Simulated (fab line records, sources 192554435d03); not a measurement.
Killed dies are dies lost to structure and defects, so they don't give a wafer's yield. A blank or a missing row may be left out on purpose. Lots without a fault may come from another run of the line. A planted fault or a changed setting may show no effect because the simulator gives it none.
Which tool did it? | flow n5_finfet | 9 lots, 25 wafers sampled, at 6 steps of a route of 1938

WHAT THE GAUGES READ, wafer by wafer
N5_BEOL_M4_RC_MEAS_101.
lot  | measured     | on        | DIBL_N (mV/V)  | DIBL_P (mV/V)  | IOFF_N (nA/um) | IOFF_P (nA/um) | ION_N (uA/um) | ION_P (uA/um) | SS_N (mV/dec)  | SS_P (mV/dec)  | VT_N (mV)   | VT_P (mV)
L474 | day 8 20:52  | prober-01 | 33.1 34.9 38.3 | 33.5 36.1 39.8 | 0.10 0.14 0.22 | 0.14 0.18 0.24 | 647 658 696   | 443 454 469   | 70.5 71.3 72.1 | 71.6 73.0 73.2 | 258 252 244 | -256 -254 -251
L476 | day 9 02:56  | prober-02 | 40.5 37.7 38.3 | 39.4 35.1 37.4 | 0.23 0.17 0.20 | 0.26 0.19 0.23 | 695 676 693   | 463 454 464   | 73.2 72.8 72.4 | 74.4 73.9 73.9 | 247 250 248 | -250 -254 -248
L479 | day 9 23:44  | prober-02 | 39.5 39.0 37.1 | 41.3 40.2 36.6 | 0.25 0.25 0.20 | 0.30 0.30 0.23 | 692 689 687   | 469 468 465   | 73.0 72.0 72.0 | 74.9 74.1 73.9 | 244 242 248 | -246 -245 -246
L482 | day 10 02:48 | prober-01 | 35.0 36.8 34.8 | 36.0 37.5 35.0 | 0.16 0.17 0.15 | 0.23 0.24 0.20 | 689 670 680   | 474 458 468   | 71.0 71.2 70.5 | 73.7 73.5 72.8 | 247 249 250 | -247 -247 -251
L489 | day 12 05:40 | prober-01 | 31.0 39.8      | 30.4 41.0      | 0.08 0.22      | 0.12 0.27      | 637 696       | 446 465       | 70.1 72.8      | 71.2 74.6      | 258 245     | -256 -246
L491 | day 12 11:46 | prober-02 | 37.5 37.2 36.2 | 37.3 36.4 36.1 | 0.21 0.17 0.18 | 0.22 0.21 0.20 | 678 670 699   | 460 450 469   | 71.7 72.4 71.6 | 73.9 72.9 73.4 | 244 249 246 | -250 -252 -250
L495 | day 14 02:22 | prober-02 | 36.5 40.9 36.9 | 38.2 43.3 38.2 | 0.16 0.30 0.18 | 0.23 0.37 0.23 | 661 712 682   | 455 483 462   | 71.5 72.4 71.4 | 74.0 75.4 74.2 | 251 240 247 | -251 -245 -251
L497 | day 14 08:18 | prober-02 | 38.0 37.7 35.5 | 35.3 35.8 33.8 | 0.19 0.16 0.14 | 0.20 0.20 0.17 | 693 654 680   | 467 445 472   | 72.9 71.8 71.3 | 73.4 73.4 73.6 | 246 251 251 | -252 -252 -252
L496 | day 15 04:58 | prober-02 | 34.8 33.9      | 32.7 32.3      | 0.12 0.10      | 0.14 0.14      | 672 645       | 456 446       | 70.9 70.4      | 72.0 72.4      | 254 257     | -254 -256

N5_BEOL_M15_CD_MEAS_10: target cd 360 nm.
lot  | measured     | on        | cd_nm (nm)
L474 | day 12 00:25 | cd_sem-03 | 360.1 364.6 359.4
L476 | day 12 11:41 | cd_sem-03 | 358.1 356.5 360.0
L479 | day 13 09:05 | cd_sem-03 | 364.6 363.6 360.5
L482 | day 14 00:32 | cd_sem-03 | 360.5 363.3 361.3
L489 | day 15 14:34 | cd_sem-02 | 356.3 361.3
L491 | day 16 00:53 | cd_sem-03 | 360.3 357.3 359.4
L495 | day 17 09:14 | cd_sem-01 | 360.5 357.9 357.0
L497 | day 17 18:13 | cd_sem-01 | 358.1 358.1 361.6
L496 | day 18 17:42 | cd_sem-01 | 363.2 362.6

N5_BEOL_M15_THK_MEAS_50: measures by xrf.
lot  | measured     | on            | M15_THK (nm)
L474 | day 12 04:43 | film_metro-01 | 879 852 864
L476 | day 12 20:38 | film_metro-02 | 826 821 819
L479 | day 13 16:07 | film_metro-01 | 850 837 844
L482 | day 14 05:58 | film_metro-01 | 870 829 830
L489 | day 15 18:36 | film_metro-02 | 850 1557
L491 | day 16 06:43 | film_metro-02 | 859 1582 834
L495 | day 17 13:38 | film_metro-02 | 841 855 856
L497 | day 17 22:01 | film_metro-02 | 848 895 891
L496 | day 18 23:20 | film_metro-02 | 812 859

N5_BEOL_M15_INSPECT_55: inspects for defects (darkfield).
lot  | measured     | on                | raw_defect_count
L474 | day 12 04:53 | defect_inspect-01 | 63 65 39
L476 | day 12 20:47 | defect_inspect-01 | 61 41 73
L479 | day 13 16:16 | defect_inspect-02 | 76 65 85
L482 | day 14 06:07 | defect_inspect-01 | 71 68 103
L489 | day 15 18:45 | defect_inspect-02 | 105 6517
L491 | day 16 06:53 | defect_inspect-02 | 51 6381 56
L495 | day 17 13:49 | defect_inspect-01 | 69 99 63
L497 | day 17 22:10 | defect_inspect-02 | 66 73 97
L496 | day 18 23:30 | defect_inspect-02 | 74 105

WHICH TOOL RAN EACH LOT (tool, then ch and the chambers of the sampled wafers, then the start)
lot  | N5_BEOL_M15_DESCUM_33              | N5_BEOL_M15_CMP_49
L474 | rie_diel-02 ch 2,3, day 12 02:05   | cmp-04 ch 0,1,2, day 12 04:30
L476 | rie_diel-02 ch 0,1, day 12 13:22   | cmp-04 ch 0,1, day 12 20:22
L479 | rie_diel-04 ch 2,3, day 13 10:45   | cmp-04 ch 0,2,3, day 13 15:53
L482 | rie_diel-02 ch 0,1,2, day 14 02:24 | cmp-03 ch 0,1,3, day 14 05:45
L489 | rie_diel-04 ch 1,3, day 15 16:07   | cmp-04 ch 0,3, day 15 18:19
L491 | rie_diel-05 ch 0,2,3, day 16 02:47 | cmp-04 ch 0,1,2, day 16 06:28
L495 | rie_diel-02 ch 2,3, day 17 11:00   | cmp-01 ch 0,1,2, day 17 13:20
L497 | rie_diel-05 ch 0,3, day 17 20:01   | cmp-03 ch 2,3, day 17 21:43
L496 | rie_diel-02 ch 2,3, day 18 19:35   | cmp-01 ch 1,3, day 18 23:10
- N5_BEOL_M15_DESCUM_33: chemistry O2, time 7.9 s.
- N5_BEOL_M15_CMP_49: polishes, stops on SiO2, t overpolish 4.9 s, target thk 850 nm.

WHAT THE TOOLS THEMSELVES READ (means of the sampled wafers that have a number; where no wafer has one, the mark that the record gives instead)
N5_BEOL_M15_DESCUM_33.
lot  | tool        | drypump_motor_current_A (A) | oes_product_au (a.u.) | rf_vpp_V (V) | showerhead_plenum_p_Torr (Torr) | throttle_valve_pct (%)
L474 | rie_diel-02 | 5.6                         | 0.92                  | 243.5        | 2.13                            | 20.5
L476 | rie_diel-02 | 6.0                         | 0.71                  | 243.4        | 2.10                            | 20.7
L479 | rie_diel-04 | 4.9                         | 0.79                  | 243.4        | 2.11                            | 20.3
L482 | rie_diel-02 | 5.8                         | 0.76                  | 243.1        | 2.10                            | 20.7
L489 | rie_diel-04 | 5.6                         | 0.88                  | 244.9        | 2.17                            | 20.2
L491 | rie_diel-05 | 5.8                         | 0.79                  | 243.4        | 2.07                            | 20.5
L495 | rie_diel-02 | 5.6                         | 0.84                  | 243.2        | 2.12                            | 20.6
L497 | rie_diel-05 | 6.1                         | 0.95                  | 244.3        | 2.11                            | 20.4
L496 | rie_diel-02 | 5.6                         | 0.81                  | 242.9        | 2.14                            | 20.5

N5_BEOL_M15_CMP_49.
lot  | tool   | barrier_field_endpoint_s (s) | motor_current_A (A) | overpolish_run_s (s)
L474 | cmp-04 | 11.56                        | 7.7                 | 4.900
L476 | cmp-04 | 11.45                        | 7.6                 | 4.902
L479 | cmp-04 | 11.23                        | 8.0                 | 4.899
L482 | cmp-03 | 11.35                        | 7.9                 | 4.897
L489 | cmp-04 | 16.51                        | 8.2                 | 4.355
L491 | cmp-04 | 15.38                        | 7.5                 | 4.270
L495 | cmp-01 | 11.15                        | 8.3                 | 4.909
L497 | cmp-03 | 11.44                        | 7.5                 | 4.898
L496 | cmp-01 | 11.52                        | 8.6                 | 4.904

THE ANSWER, worked out from the rows above alone
Rule: what is usual is taken from the lots themselves. Put in order of their means at a reading, lots are off if they are a third of the lots or fewer, leave a main group of 4 or more, and stand apart from it by a gap of 3 or more times the standard deviation of the main group's means; of several such gaps the widest counts. A main group whose means are all the same, to the digits that the tables above print for the reading, isn't used. A lot without any number at a reading at which 4 lots or more have one is off too. The other lots that the step has rows for count as sound. The gauges are gone through in route order, then the tools' own readings, and for those a lot's mean is taken as printed above. The first step at which some lot is off is used, and at that step the reading that is off furthest; a lot without a number counts as furthest.
Off: L489, L491, at N5_BEOL_M15_THK_MEAS_50 (M15_THK). The main group: mean 848 nm, standard deviation 17.
A tool fits if, at a process step before that reading, it ran every lot that is off, and no sound lot after the first of them. The gauges at N5_BEOL_M15_THK_MEAS_50 aren't tried: what is off there is off at N5_BEOL_M15_INSPECT_55 too, on other tools, and a gauge's error can't cause that. One fits: cmp-04 at N5_BEOL_M15_CMP_49. Its last sound lot is L479 (day 13 15:53), its first lot that is off L489 (day 15 18:19): a fault that began between those two fits.
The tool's own readings at N5_BEOL_M15_CMP_49 bear it out: on the lots that are off they differ by more than 5 times the standard deviation of the sound lots' means. barrier_field_endpoint_s reads 15.95 s there against 11.39 s on the sound lots; overpolish_run_s reads 4.312 s there against 4.901 s on the sound lots.

WHAT THE SIMULATOR HAD PUT IN
Process parameter drift: cmp-04, from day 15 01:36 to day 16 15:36, at N5_BEOL_M15_CMP_49. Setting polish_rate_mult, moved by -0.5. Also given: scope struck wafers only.
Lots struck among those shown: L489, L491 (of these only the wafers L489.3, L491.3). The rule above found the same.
